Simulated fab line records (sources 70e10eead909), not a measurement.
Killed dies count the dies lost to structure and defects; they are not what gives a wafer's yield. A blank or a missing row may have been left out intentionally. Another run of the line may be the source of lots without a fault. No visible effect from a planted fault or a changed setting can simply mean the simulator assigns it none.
One fault through the eyes of 2 desks ; flow nandHarc ; numbers are kept per desk, each desk with only its own; the story behind them comes last

== TOOL OWNER'S DESK, rieDiel-05 ==
The tool's own readings at NHARC_A_CHANNEL_FILL_D2_ETCHBACK_08 (etches the open film in C4F8, target depth 220 nm, time 110 s): means of the sampled wafers that have a number, for each lot that ran on this tool. A lot is out of limits, marked OUT, if its mean lies more than 4 standard deviations from the usual mean; the brackets give that distance.
Columns: A = oesProductAu at NHARC_A_CHANNEL_FILL_D2_ETCHBACK_08, usual 0.96 a.u.; B = rfFwdPowerW at NHARC_A_CHANNEL_FILL_D2_ETCHBACK_08, usual 596.6 W; C = rfVppV at NHARC_A_CHANNEL_FILL_D2_ETCHBACK_08, usual 440.6 V; D = runLengthS at NHARC_A_CHANNEL_FILL_D2_ETCHBACK_08, usual 131.3 s
lot;first seen here;A;B;C;D
L641;day 16 20:33;0.94;595.5;441.1;131.3
L646;day 19 10:40;0.98;596.5;440.4;131.2
L651;day 21 03:24;1.02;595.1;441.2;134.6 (+9.2) OUT
L650;day 21 07:01;1.00;596.9;440.8;134.9 (+9.9) OUT
L652;day 21 16:41;0.93;597.5;440.6;137.4 (+17) OUT
L658;day 24 00:49;0.98;597.3;440.2;131.1
L659;day 24 00:55;0.92;596.0;440.7;131.0
This desk's finding: out of limits on L650, L651, L652; first on L651, day 21 03:24 (runLengthS at NHARC_A_CHANNEL_FILL_D2_ETCHBACK_08). In limits: L641, L646, L658, L659.

== THE METROLOGY DESK ==
Lot by lot, what the gauges showed, no matter which tool ran the lot: averages of those sampled wafers that carry a number. A lot is out of limits, marked OUT, if its mean lies more than 4 standard deviations from the usual mean; the brackets give that distance.
Columns: A = cdNm at NHARC_A_CHANNEL_HOLE_D2_CD_MEAS_31, usual 89.8 nm
lot;first seen here;A
L637;day 13 04:48;91.1
L639;day 14 06:10;90.9
L641;day 15 00:53;90.3
L640;day 15 01:54;89.0
L646;day 17 15:32;90.4
L647;day 17 19:42;90.0
L649;day 18 07:52;88.4
L651;day 19 09:25;91.0
L650;day 19 11:00;89.8
L652;day 19 22:47;90.2
L659;day 22 05:34;91.2
L658;day 22 06:29;92.3
L660;day 23 06:43;88.9
Finding of this desk: none of the 13 lots has anything out of limits.

== ALL TOGETHER ==
On L650, L651, L652, at day 21 03:24, an alarm was possible from the tool owner's desk.
Metrology desk: nothing out of limits seen.
The metrology desk holds a record of L650, L651, L652, inside its limits.
The lots listed all ran NHARC_A_CHANNEL_FILL_D2_ETCHBACK_08 on rieDiel-05.

== WHAT HAD BEEN PUT IN BY THE SIMULATOR ==
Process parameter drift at NHARC_A_CHANNEL_FILL_D2_ETCHBACK_08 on rieDiel-05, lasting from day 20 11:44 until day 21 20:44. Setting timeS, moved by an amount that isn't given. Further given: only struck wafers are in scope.
Shown lots that were struck: L650, L651, L652.
How many hours passed from the start of the fault until each desk's first out-of-limits reading: the tool owner's desk, 16.
